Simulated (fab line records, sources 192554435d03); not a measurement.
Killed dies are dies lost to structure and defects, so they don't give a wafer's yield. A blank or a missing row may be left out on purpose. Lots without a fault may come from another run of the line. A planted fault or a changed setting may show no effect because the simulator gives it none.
Which tool did it? | flow n5_finfet | 24 lots, 72 wafers sampled, at 6 steps of a route of 1938

WHAT THE GAUGES READ, wafer by wafer
The record holds no reading of a measuring or inspecting step that can be judged against a usual standard deviation.

WHICH TOOL RAN EACH LOT (tool, then ch and the chambers of the sampled wafers, then the start)
lot  | N5_BEOL_M2_PRE_CLEAN_45      | N5_BEOL_M2_SPUTTER_79        | N5_BEOL_M2_ANNEAL_89         | N5_BEOL_M2_DEP_57               | N5_BEOL_M3_ETCH_74                 | N5_BEOL_M3_STRIP_66
L076 | pvd_sputter-03, day 7 14:14  | pvd_sputter-01, day 7 15:10  | pvd_sputter-01, day 7 16:00  | pecvd-04 ch 1,2, day 7 17:52    | rie_diel-02 ch 0,1, day 7 19:28    | rie_diel-02 ch 0,1, day 7 19:38
L075 | pvd_sputter-02, day 7 20:23  | pvd_sputter-02, day 7 21:29  | pvd_sputter-02, day 7 22:14  | pecvd-04 ch 0,2, day 8 00:01    | rie_diel-02 ch 0,1,3, day 8 00:53  | rie_diel-02 ch 0,1,3, day 8 01:04
L077 | pvd_sputter-02, day 7 20:33  | pvd_sputter-01, day 7 21:41  | pvd_sputter-01, day 7 22:25  | pecvd-01 ch 0,2, day 8 00:12    | rie_diel-06 ch 1,2, day 8 01:40    | rie_diel-06 ch 1,2, day 8 01:50
L078 | pvd_sputter-03, day 8 08:32  | pvd_sputter-03, day 8 09:30  | pvd_sputter-03, day 8 10:14  | pecvd-04 ch 1,2, day 8 12:05    | rie_diel-04 ch 0,1, day 8 13:19    | rie_diel-04 ch 0,1, day 8 13:29
L079 | pvd_sputter-02, day 8 13:09  | pvd_sputter-03, day 8 14:03  | pvd_sputter-03, day 8 14:47  | pecvd-03 ch 0,1,2, day 8 16:35  | rie_diel-02 ch 2,3, day 8 18:55    | rie_diel-02 ch 2,3, day 8 19:05
L074 | pvd_sputter-01, day 8 13:22  | pvd_sputter-02, day 8 14:08  | pvd_sputter-02, day 8 14:53  | pecvd-04 ch 1,2, day 8 16:41    | rie_diel-04 ch 1,3, day 8 18:56    | rie_diel-04 ch 1,3, day 8 19:07
L080 | pvd_sputter-03, day 8 18:50  | pvd_sputter-01, day 8 19:38  | pvd_sputter-01, day 8 20:22  | pecvd-03 ch 1,2, day 8 22:10    | rie_diel-02 ch 0,3, day 8 23:07    | rie_diel-02 ch 0,3, day 8 23:17
L081 | pvd_sputter-03, day 8 19:28  | pvd_sputter-01, day 8 21:28  | pvd_sputter-01, day 8 22:13  | pecvd-03 ch 0,1,2, day 9 00:00  | rie_diel-02 ch 0,1, day 9 01:21    | rie_diel-02 ch 0,1, day 9 01:31
L082 | pvd_sputter-03, day 9 00:52  | pvd_sputter-03, day 9 01:40  | pvd_sputter-03, day 9 02:24  | pecvd-01 ch 1,2, day 9 04:11    | rie_diel-06 ch 0,3, day 9 05:53    | rie_diel-06 ch 0,3, day 9 06:03
L083 | pvd_sputter-02, day 9 01:07  | pvd_sputter-02, day 9 02:17  | pvd_sputter-02, day 9 03:02  | pecvd-04 ch 0,1,2, day 9 04:52  | rie_diel-02 ch 0,1,3, day 9 06:03  | rie_diel-02 ch 0,1,3, day 9 06:13
L084 | pvd_sputter-02, day 9 06:18  | pvd_sputter-01, day 9 08:52  | pvd_sputter-01, day 9 09:37  | pecvd-04 ch 0,1, day 9 12:37    | rie_diel-02 ch 0,1,3, day 9 15:30  | rie_diel-02 ch 0,1,3, day 9 15:40
L085 | pvd_sputter-01, day 9 12:31  | pvd_sputter-02, day 9 14:47  | pvd_sputter-02, day 9 15:32  | pecvd-03 ch 0,1, day 9 17:20    | rie_diel-06 ch 0,1,2, day 9 19:32  | rie_diel-06 ch 0,1,2, day 9 19:42
L086 | pvd_sputter-01, day 10 04:00 | pvd_sputter-03, day 10 05:08 | pvd_sputter-03, day 10 05:52 | pecvd-01 ch 0,1, day 10 07:40   | rie_diel-06 ch 0,1,2, day 10 08:53 | rie_diel-06 ch 0,1,2, day 10 09:04
L087 | pvd_sputter-02, day 10 15:58 | pvd_sputter-01, day 10 18:28 | pvd_sputter-01, day 10 19:13 | pecvd-03 ch 0,1,2, day 11 20:23 | rie_diel-02 ch 0,1,3, day 11 22:06 | rie_diel-02 ch 0,1,3, day 11 22:16
L088 | pvd_sputter-03, day 10 19:53 | pvd_sputter-03, day 10 21:09 | pvd_sputter-03, day 10 21:53 | pecvd-03 ch 0,1,2, day 10 23:41 | rie_diel-06 ch 1,2, day 11 02:41   | rie_diel-06 ch 1,2, day 11 02:52
L090 | pvd_sputter-02, day 11 01:10 | pvd_sputter-03, day 11 02:03 | pvd_sputter-03, day 11 02:47 | pecvd-01 ch 1,2, day 11 04:35   | rie_diel-04 ch 2,3, day 11 05:46   | rie_diel-04 ch 2,3, day 11 05:56
L089 | pvd_sputter-03, day 11 01:43 | pvd_sputter-02, day 11 02:52 | pvd_sputter-02, day 11 03:37 | pecvd-01 ch 0,2, day 11 06:01   | rie_diel-04 ch 2,3, day 11 06:54   | rie_diel-04 ch 2,3, day 11 07:04
L092 | pvd_sputter-02, day 11 18:08 | pvd_sputter-03, day 11 19:01 | pvd_sputter-03, day 11 19:45 | pecvd-03 ch 0,2, day 11 21:32   | rie_diel-02 ch 0,2, day 12 00:10   | rie_diel-02 ch 0,2, day 12 00:20
L091 | pvd_sputter-03, day 11 18:42 | pvd_sputter-01, day 11 20:23 | pvd_sputter-01, day 11 21:08 | pecvd-01 ch 0,1,2, day 11 22:55 | rie_diel-06 ch 1,2, day 12 00:42   | rie_diel-06 ch 1,2, day 12 00:52
L093 | pvd_sputter-03, day 12 07:37 | pvd_sputter-01, day 12 08:35 | pvd_sputter-01, day 12 09:20 | pecvd-03 ch 1,2, day 12 11:10   | rie_diel-06 ch 0,2,3, day 12 13:14 | rie_diel-06 ch 0,2,3, day 12 13:25
L094 | pvd_sputter-01, day 12 13:43 | pvd_sputter-03, day 12 14:40 | pvd_sputter-03, day 12 15:24 | pecvd-04 ch 0,1,2, day 12 17:27 | rie_diel-06 ch 1,2, day 12 18:30   | rie_diel-06 ch 1,2, day 12 18:40
L095 | pvd_sputter-02, day 12 13:51 | pvd_sputter-03, day 12 16:30 | pvd_sputter-03, day 12 17:14 | pecvd-03 ch 0,1,2, day 12 19:01 | rie_diel-04 ch 0,1,3, day 12 21:48 | rie_diel-04 ch 0,1,3, day 12 21:58
L096 | pvd_sputter-01, day 12 18:32 | pvd_sputter-01, day 12 19:28 | pvd_sputter-01, day 12 20:12 | pecvd-01 ch 1,2, day 12 22:05   | rie_diel-04 ch 1,2,3, day 12 22:58 | rie_diel-04 ch 1,2,3, day 12 23:08
L097 | pvd_sputter-03, day 12 22:01 | pvd_sputter-03, day 12 22:49 | pvd_sputter-03, day 12 23:33 | pecvd-01 ch 0,2, day 13 01:20   | rie_diel-06 ch 0,1,3, day 13 02:38 | rie_diel-06 ch 0,1,3, day 13 02:49
- N5_BEOL_M2_PRE_CLEAN_45: time 30 s.
- N5_BEOL_M2_SPUTTER_79: material Cu, target thk 4.5 nm, time 8.29 s.
- N5_BEOL_M2_ANNEAL_89: time 240 s.
- N5_BEOL_M2_DEP_57: deposits SiCN from 3MS/NH3, target thk 8 nm, time 14 s.
- N5_BEOL_M3_ETCH_74: etches underlayer in N2/H2, target depth 6.5 nm, time 5.2 s.
- N5_BEOL_M3_STRIP_66: strips in CF4.

WHAT THE TOOLS THEMSELVES READ (means of the sampled wafers that have a number; where no wafer has one, the mark that the record gives instead)
N5_BEOL_M2_PRE_CLEAN_45.
lot  | tool           | heater_power_w (W) | susceptor_temp_C (C)
L076 | pvd_sputter-03 | 309                | 250.02
L075 | pvd_sputter-02 | 321                | 249.97
L077 | pvd_sputter-02 | 317                | 249.93
L078 | pvd_sputter-03 | 294                | 249.94
L079 | pvd_sputter-02 | 347                | 249.88
L074 | pvd_sputter-01 | 317                | 249.97
L080 | pvd_sputter-03 | 306                | 250.03
L081 | pvd_sputter-03 | 312                | 249.99
L082 | pvd_sputter-03 | 297                | 249.92
L083 | pvd_sputter-02 | 322                | 249.96
L084 | pvd_sputter-02 | 328                | 250.09
L085 | pvd_sputter-01 | 323                | 250.08
L086 | pvd_sputter-01 | 324                | 250.04
L087 | pvd_sputter-02 | 321                | 250.17
L088 | pvd_sputter-03 | 295                | 250.05
L090 | pvd_sputter-02 | 348                | 250.15
L089 | pvd_sputter-03 | 294                | 249.97
L092 | pvd_sputter-02 | 352                | 250.18
L091 | pvd_sputter-03 | 313                | 249.86
L093 | pvd_sputter-03 | 302                | 250.08
L094 | pvd_sputter-01 | 321                | 249.84
L095 | pvd_sputter-02 | 346                | 250.15
L096 | pvd_sputter-01 | 323                | 250.04
L097 | pvd_sputter-03 | 314                | 249.91

N5_BEOL_M2_SPUTTER_79.
lot  | tool           | susceptor_temp_C (C) | throttle_valve_pct (%)
L076 | pvd_sputter-01 | -20.11               | 31.1
L075 | pvd_sputter-02 | -19.93               | 28.6
L077 | pvd_sputter-01 | -19.90               | 30.3
L078 | pvd_sputter-03 | -19.95               | 30.0
L079 | pvd_sputter-03 | -20.03               | 29.9
L074 | pvd_sputter-02 | -20.00               | 28.7
L080 | pvd_sputter-01 | -20.10               | 30.0
L081 | pvd_sputter-01 | -19.97               | 30.6
L082 | pvd_sputter-03 | -20.03               | 29.7
L083 | pvd_sputter-02 | -19.99               | 29.2
L084 | pvd_sputter-01 | -20.00               | 30.6
L085 | pvd_sputter-02 | -19.97               | 28.5
L086 | pvd_sputter-03 | -20.00               | 30.0
L087 | pvd_sputter-01 | -19.95               | 31.3
L088 | pvd_sputter-03 | -20.12               | 29.5
L090 | pvd_sputter-03 | -20.04               | 29.9
L089 | pvd_sputter-02 | -19.93               | 29.0
L092 | pvd_sputter-03 | -20.03               | 29.8
L091 | pvd_sputter-01 | -20.00               | 30.6
L093 | pvd_sputter-01 | -20.00               | 30.5
L094 | pvd_sputter-03 | -19.99               | 30.1
L095 | pvd_sputter-03 | -20.06               | 29.5
L096 | pvd_sputter-01 | -19.99               | 30.2
L097 | pvd_sputter-03 | -19.94               | 30.0

N5_BEOL_M2_ANNEAL_89.
lot  | tool           | heater_power_w (W) | susceptor_temp_C (C)
L076 | pvd_sputter-01 | 815                | 400.09
L075 | pvd_sputter-02 | 878                | 399.97
L077 | pvd_sputter-01 | 821                | 399.87
L078 | pvd_sputter-03 | 740                | 400.16
L079 | pvd_sputter-03 | 747                | 399.95
L074 | pvd_sputter-02 | 869                | 399.92
L080 | pvd_sputter-01 | 795                | 399.66
L081 | pvd_sputter-01 | 797                | 399.89
L082 | pvd_sputter-03 | 728                | 400.05
L083 | pvd_sputter-02 | 802                | 400.12
L084 | pvd_sputter-01 | 810                | 400.03
L085 | pvd_sputter-02 | 860                | 399.98
L086 | pvd_sputter-03 | 775                | 400.09
L087 | pvd_sputter-01 | 816                | 399.96
L088 | pvd_sputter-03 | 772                | 399.86
L090 | pvd_sputter-03 | 753                | 400.12
L089 | pvd_sputter-02 | 799                | 399.99
L092 | pvd_sputter-03 | 759                | 399.96
L091 | pvd_sputter-01 | 783                | 399.92
L093 | pvd_sputter-01 | 808                | 400.04
L094 | pvd_sputter-03 | 742                | 400.00
L095 | pvd_sputter-03 | 782                | 400.01
L096 | pvd_sputter-01 | 804                | 400.13
L097 | pvd_sputter-03 | 764                | 400.17

N5_BEOL_M2_DEP_57.
lot  | tool     | showerhead_plenum_p_Torr (Torr) | throttle_valve_pct (%)
L076 | pecvd-04 | 3.686                           | 10.2
L075 | pecvd-04 | 3.667                           | 9.1
L077 | pecvd-01 | 3.677                           | 9.2
L078 | pecvd-04 | 3.683                           | 10.0
L079 | pecvd-03 | 3.668                           | 8.9
L074 | pecvd-04 | 3.678                           | 10.3
L080 | pecvd-03 | 3.666                           | 8.9
L081 | pecvd-03 | 3.664                           | 8.8
L082 | pecvd-01 | 3.655                           | 9.2
L083 | pecvd-04 | 3.674                           | 9.6
L084 | pecvd-04 | 3.683                           | 10.1
L085 | pecvd-03 | 3.661                           | 8.8
L086 | pecvd-01 | 3.660                           | 9.2
L087 | pecvd-03 | 3.662                           | 8.7
L088 | pecvd-03 | 3.671                           | 8.8
L090 | pecvd-01 | 3.654                           | 9.1
L089 | pecvd-01 | 3.668                           | 9.3
L092 | pecvd-03 | 3.662                           | 8.6
L091 | pecvd-01 | 3.667                           | 9.3
L093 | pecvd-03 | 3.677                           | 8.5
L094 | pecvd-04 | 3.668                           | 9.6
L095 | pecvd-03 | 3.663                           | 8.7
L096 | pecvd-01 | 3.656                           | 9.2
L097 | pecvd-01 | 3.669                           | 9.4

N5_BEOL_M3_ETCH_74.
lot  | tool        | chamber_pressure_mTorr (mTorr) | drypump_motor_current_A (A) | etch_rf_on_time_s (s) | oes_product_au (a.u.) | rf_vpp_V (V) | showerhead_plenum_p_Torr (Torr) | throttle_valve_pct (%)
L076 | rie_diel-02 | 29.96                          | 6.1                         | 5.27                  | 0.63                  | 523.0        | 2.49                            | 18.11
L075 | rie_diel-02 | 29.99                          | 6.1                         | 5.27                  | 0.67                  | 523.0        | 2.51                            | 17.97
L077 | rie_diel-06 | 30.00                          | 5.9                         | 5.33                  | 0.62                  | 525.5        | 2.57                            | 17.78
L078 | rie_diel-04 | 29.98                          | 6.0                         | 5.31                  | 0.57                  | 522.5        | 2.48                            | 18.20
L079 | rie_diel-02 | 30.03                          | 5.5                         | 5.36                  | 0.76                  | 525.8        | 2.60                            | 17.80
L074 | rie_diel-04 | 30.02                          | 5.7                         | 5.29                  | 0.61                  | 523.3        | 2.54                            | 18.02
L080 | rie_diel-02 | 29.99                          | 6.3                         | 5.22                  | 0.65                  | 522.3        | 2.47                            | 17.94
L081 | rie_diel-02 | 30.02                          | 6.3                         | 5.36                  | 0.60                  | 521.3        | 2.45                            | 18.08
L082 | rie_diel-06 | 29.97                          | 5.9                         | 5.14                  | 0.74                  | 522.6        | 2.51                            | 17.99
L083 | rie_diel-02 | 30.01                          | 6.1                         | 5.31                  | 0.66                  | 522.5        | 2.51                            | 17.99
L084 | rie_diel-02 | 30.02                          | 6.1                         | 5.28                  | 0.66                  | 523.5        | 2.51                            | 18.00
L085 | rie_diel-06 | 29.97                          | 5.9                         | 5.22                  | 0.74                  | 528.4        | 2.65                            | 17.58
L086 | rie_diel-06 | 30.00                          | 5.9                         | 5.27                  | 0.73                  | 527.0        | 2.64                            | 17.60
L087 | rie_diel-02 | 29.99                          | 6.1                         | 5.38                  | 0.64                  | 524.3        | 2.50                            | 18.02
L088 | rie_diel-06 | 30.02                          | 6.0                         | 5.34                  | 0.74                  | 528.1        | 2.68                            | 17.69
L090 | rie_diel-04 | 30.01                          | 5.4                         | 5.13                  | 0.67                  | 526.2        | 2.64                            | 17.87
L089 | rie_diel-04 | 29.99                          | 5.4                         | 4.98                  | 0.69                  | 524.8        | 2.61                            | 17.78
L092 | rie_diel-02 | 30.02                          | 5.6                         | 5.41                  | 0.68                  | 522.7        | 2.52                            | 17.93
L091 | rie_diel-06 | 30.03                          | 5.9                         | 5.36                  | 0.68                  | 527.3        | 2.67                            | 17.69
L093 | rie_diel-06 | 30.00                          | 5.9                         | 5.28                  | 0.67                  | 524.2        | 2.56                            | 17.81
L094 | rie_diel-06 | 29.96                          | 6.0                         | 5.38                  | 0.67                  | 527.8        | 2.67                            | 17.69
L095 | rie_diel-04 | 30.02                          | 5.8                         | 4.98                  | 0.78                  | 524.6        | 2.60                            | 17.76
L096 | rie_diel-04 | 29.99                          | 5.5                         | 5.04                  | 0.72                  | 524.6        | 2.58                            | 17.81
L097 | rie_diel-06 | 30.00                          | 5.9                         | 5.14                  | 0.74                  | 525.6        | 2.58                            | 17.84

N5_BEOL_M3_STRIP_66.
lot  | tool        | chamber_pressure_mTorr (mTorr) | drypump_motor_current_A (A) | oes_product_au (a.u.) | rf_vpp_V (V) | showerhead_plenum_p_Torr (Torr) | throttle_valve_pct (%)
L076 | rie_diel-02 | 50.04                          | 6.1                         | 0.73                  | 270.4        | 1.76                            | 13.76
L075 | rie_diel-02 | 49.97                          | 6.1                         | 0.79                  | 270.4        | 1.78                            | 13.64
L077 | rie_diel-06 | 50.03                          | 5.9                         | 0.73                  | 272.9        | 1.82                            | 13.51
L078 | rie_diel-04 | 50.01                          | 6.0                         | 0.68                  | 270.5        | 1.74                            | 13.89
L079 | rie_diel-02 | 50.04                          | 5.4                         | 0.90                  | 271.9        | 1.82                            | 13.41
L074 | rie_diel-04 | 50.01                          | 5.7                         | 0.72                  | 270.5        | 1.79                            | 13.65
L080 | rie_diel-02 | 50.00                          | 6.3                         | 0.76                  | 270.5        | 1.75                            | 13.68
L081 | rie_diel-02 | 49.96                          | 6.3                         | 0.71                  | 269.8        | 1.74                            | 13.78
L082 | rie_diel-06 | 49.98                          | 5.8                         | 0.84                  | 270.4        | 1.77                            | 13.54
L083 | rie_diel-02 | 50.04                          | 6.1                         | 0.78                  | 270.6        | 1.77                            | 13.67
L084 | rie_diel-02 | 50.03                          | 6.1                         | 0.77                  | 271.2        | 1.77                            | 13.68
L085 | rie_diel-06 | 50.03                          | 5.9                         | 0.85                  | 272.2        | 1.87                            | 13.31
L086 | rie_diel-06 | 50.02                          | 5.9                         | 0.85                  | 272.5        | 1.87                            | 13.33
L087 | rie_diel-02 | 50.00                          | 6.1                         | 0.76                  | 271.3        | 1.77                            | 13.72
L088 | rie_diel-06 | 49.97                          | 5.9                         | 0.87                  | 273.2        | 1.89                            | 13.37
L090 | rie_diel-04 | 50.04                          | 5.4                         | 0.77                  | 272.6        | 1.87                            | 13.60
L089 | rie_diel-04 | 50.02                          | 5.4                         | 0.78                  | 272.0        | 1.84                            | 13.45
L092 | rie_diel-02 | 50.02                          | 5.7                         | 0.81                  | 270.9        | 1.78                            | 13.58
L091 | rie_diel-06 | 49.99                          | 5.9                         | 0.80                  | 273.4        | 1.88                            | 13.40
L093 | rie_diel-06 | 49.99                          | 5.9                         | 0.78                  | 271.7        | 1.80                            | 13.46
L094 | rie_diel-06 | 50.03                          | 5.9                         | 0.79                  | 273.1        | 1.88                            | 13.40
L095 | rie_diel-04 | 49.97                          | 5.8                         | 0.89                  | 271.3        | 1.82                            | 13.34
L096 | rie_diel-04 | 49.98                          | 5.5                         | 0.83                  | 271.0        | 1.82                            | 13.47
L097 | rie_diel-06 | 50.03                          | 5.8                         | 0.85                  | 271.9        | 1.82                            | 13.48

THE ANSWER, worked out from the rows above alone
Rule: what is usual is taken from the lots themselves. Put in order of their means at a reading, lots are off if they are a third of the lots or fewer, leave a main group of 4 or more, and stand apart from it by a gap of 3 or more times the standard deviation of the main group's means; of several such gaps the widest counts. A main group whose means are all the same, to the digits that the tables above print for the reading, isn't used. A lot without any number at a reading at which 4 lots or more have one is off too. The other lots that the step has rows for count as sound. The gauges are gone through in route order, then the tools' own readings, and for those a lot's mean is taken as printed above. The first step at which some lot is off is used, and at that step the reading that is off furthest; a lot without a number counts as furthest.
No lot is off at any reading shown: from this, nothing can be told.

WHAT THE SIMULATOR HAD PUT IN
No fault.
